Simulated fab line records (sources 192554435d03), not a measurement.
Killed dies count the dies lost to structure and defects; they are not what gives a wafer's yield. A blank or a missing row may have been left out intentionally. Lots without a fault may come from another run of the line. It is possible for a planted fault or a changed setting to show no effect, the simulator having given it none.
Split-lot trial | flow n5 finfet | 7 lots, 39 wafers read, on a route of 1938 steps

## THE SPLIT ITSELF
At N5_SDB_HM_DEP_00 (deposits SiNx from SiH4/NH3/N2, target thk 40 nm, time 35.3 s), the setting time s was moved away from the recipe's 35.3 s on 12 of the 39 wafers read, by -47.4% to +40.5%. The other wafers ran this setting at the recipe's value.

## FROM THE SPLIT TO THE READING: what the file shows between them, 9 steps
- N5_SDB_COAT_03: time 60 s, resist thk 100 nm
- N5_SDB_COAT_04: time 60 s, resist thk 18 nm
- N5_SDB_STRIP_19: strips in N2/H2
- N5_SDB_STRIP_21: strips in CF4
- N5_SDB_HM_OPEN_20: chemistry CH3F/O2, target SiNx, stops on poly-Si, target depth 24 nm
- N5_SDB_STRIP_22: strips in N2/H2
- N5_SDB_PRECLEAN_23: cleans in dHF, time 30 s
- N5_SDB_DUMMY_REMOVE_24: chemistry TMAH, target poly-Si, stops on SiO2, target depth 142 nm, time 57 s, rinse time 30 s
- N5_SDB_ETCH_25: etches SiO2 in C4F6/O2, target depth 10 nm, time 3.3 s

## THE READING
SiNx_of_SDB_HM_DEP_00.thk nm (the simulator's own value, which no gauge read), in nm, at N5_SDB_CUT_ETCH_26 (etches Si in HBr/Cl2/O2, target depth 129.6 nm, bt time 20 s, time 51.8 s). The file gives no usual value for it. Here, 27 wafers ran the recipe; their average is 22.1 nm with a standard deviation of 0.67 nm.

wafer  | tool, chamber at the split | time s as run, s | against the recipe | SiNx_of_SDB_HM_DEP_00.thk nm, nm | against lot-mates on the recipe
L075.1 | pecvd-02, 1                | 35.3             | recipe             | 21.4                             | -
L075.2 | pecvd-02, 0,2              | 49.6             | +40.5%             | 39                               | +16.9
L075.6 | pecvd-02, 1                | 49.6             | +40.5%             | 39                               | +16.9
L075.3 | pecvd-02, 2                | 35.3             | recipe             | 22                               | -
L075.4 | pecvd-02, 0                | 35.3             | recipe             | 23                               | -
L075.5 | pecvd-02, 0,2              | 49.6             | +40.5%             | 38.8                             | +16.7
L076.1 | pecvd-03, 1                | 35.3             | recipe             | 21                               | -
L076.2 | pecvd-03, 2,0              | 35.3             | recipe             | 22                               | -
L076.3 | pecvd-03, 0                | 35.3             | recipe             | 22.6                             | -
L076.6 | pecvd-03, 2                | 35.3             | recipe             | 22.6                             | -
L076.4 | pecvd-03, 2,0              | 35.3             | recipe             | 21.8                             | -
L076.5 | pecvd-03, 1                | 35.3             | recipe             | 21.8                             | -
L082.1 | pecvd-01, 1                | 35.3             | recipe             | 23.2                             | -
L082.2 | pecvd-01, 0                | 18.57            | -47.4%             | 3.4                              | -19.3
L082.3 | pecvd-01, 2                | 35.3             | recipe             | 21.4                             | -
L082.4 | pecvd-01, 2                | 18.57            | -47.4%             | 3.6                              | -19.1
L082.5 | pecvd-01, 0                | 18.57            | -47.4%             | 3.2                              | -19.5
L082.6 | pecvd-01, 1                | 35.3             | recipe             | 23.4                             | -
L084.1 | pecvd-03, 1                | 35.3             | recipe             | 21.2                             | -
L084.4 | pecvd-03, 1                | 35.3             | recipe             | 22                               | -
L084.5 | pecvd-03, 1                | 35.3             | recipe             | 22                               | -
L090.1 | pecvd-03, 1                | 40.63            | +15.1%             | 27.2                             | +5.1
L090.2 | pecvd-03, 0                | 40.63            | +15.1%             | 28.4                             | +6.3
L090.3 | pecvd-03, 2                | 35.3             | recipe             | 22.6                             | -
L090.4 | pecvd-03, 1                | 35.3             | recipe             | 21.6                             | -
L090.5 | pecvd-03, 2                | 35.3             | recipe             | 22.2                             | -
L090.6 | pecvd-03, 0                | 40.63            | +15.1%             | 28.2                             | +6.1
L095.1 | pecvd-03, 2                | 35.3             | recipe             | 21.2                             | -
L095.2 | pecvd-03, 0,1,1            | 43.87            | +24.3%             | 32.2                             | +10.2
L095.3 | pecvd-03, 0,1,1            | 43.87            | +24.3%             | 31.4                             | +9.4
L095.5 | pecvd-03, 0,1,1            | 43.87            | +24.3%             | 31.4                             | +9.4
L095.4 | pecvd-03, 2                | 35.3             | recipe             | 21.8                             | -
L095.6 | pecvd-03, 0                | 35.3             | recipe             | 23                               | -
L097.1 | pecvd-02, 0                | 35.3             | recipe             | 22.4                             | -
L097.2 | pecvd-02, 1                | 35.3             | recipe             | 21.6                             | -
L097.3 | pecvd-02, 1                | 35.3             | recipe             | 21.8                             | -
L097.5 | pecvd-02, 1                | 35.3             | recipe             | 21.8                             | -
L097.4 | pecvd-02, 0                | 35.3             | recipe             | 23.4                             | -
L097.6 | pecvd-02, 0                | 35.3             | recipe             | 22.6                             | -
If several chambers appear in one row, that row covers several wafers at once and the file leaves open which wafer was in which chamber.

FIT RESULTS
A straight line over all 39 wafers: SiNx_of_SDB_HM_DEP_00.thk nm changes by +0.401 nm for each +1% of time s; r = +1.00; the points scatter about the line by 0.63 nm.
The same after taking each lot's own level away (the mean of its wafers on the recipe; 39 wafers): +0.407 nm for each +1%; r = +1.00; scatter 0.58 nm.
That fit puts the effect of the largest move of time s on the reading at 19 nm.
The lots' own levels span 21.73 to 22.67 nm, that is 1.4 times the standard deviation above.
The two slopes are in agreement: the lot-to-lot level therefore moves the slope only a little.
Check: for one of the wafers moved furthest among these (-47.4%), held out of the fit, the line's prediction against its lot-mates is -19.3 nm. Against them it came out at -19.3 nm.

## OTHER SPLITS ON THESE WAFERS
Note: prior to the reading, these wafers also went through further splits. Each is held against what the fit with the lots' levels taken away leaves over:
other split on the same wafers        | wafers away from the commonest value | r with SiNx_of_SDB_HM_DEP_00.thk nm (lot level and that fit taken away)
N5_FIN_SAQP_PECVD_47 time s           | 9                                    | -0.04
N5_STI_FIN_REVEAL_ALD_00 target thk a | 15                                   | +0.15

## THE WHOLE CHAIN: every reading that the file lists as answering this split, in the file's order
step               | what it does                                                              | reading                                                                       | change (the file's fit)               | r (the file's)
N5_SDB_HM_DEP_00   | deposits SiNx from SiH4/NH3/N2, target thk 40 nm, time 35.3 s             | SiNx_of_SDB_HM_DEP_00.thk nm (the simulator's own value, which no gauge read) | +0.402 nm for each +1% of the setting | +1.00
N5_SDB_HM_OPEN_20  | chemistry CH3F/O2, target SiNx, stops on poly-Si, target depth 24 nm      | etch.depth nm (the simulator's own value, which no gauge read)                | +0.338 nm for each +1% of the setting | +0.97
N5_SDB_CUT_ETCH_26 | etches Si in HBr/Cl2/O2, target depth 129.6 nm, bt time 20 s, time 51.8 s | SiNx_of_SDB_HM_DEP_00.thk nm (the simulator's own value, which no gauge read) | +0.407 nm for each +1% of the setting | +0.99

## THE FILE'S OWN FIT
SiNx_of_SDB_HM_DEP_00.thk nm changes by +0.407 nm for each +1% of time s, r = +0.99.
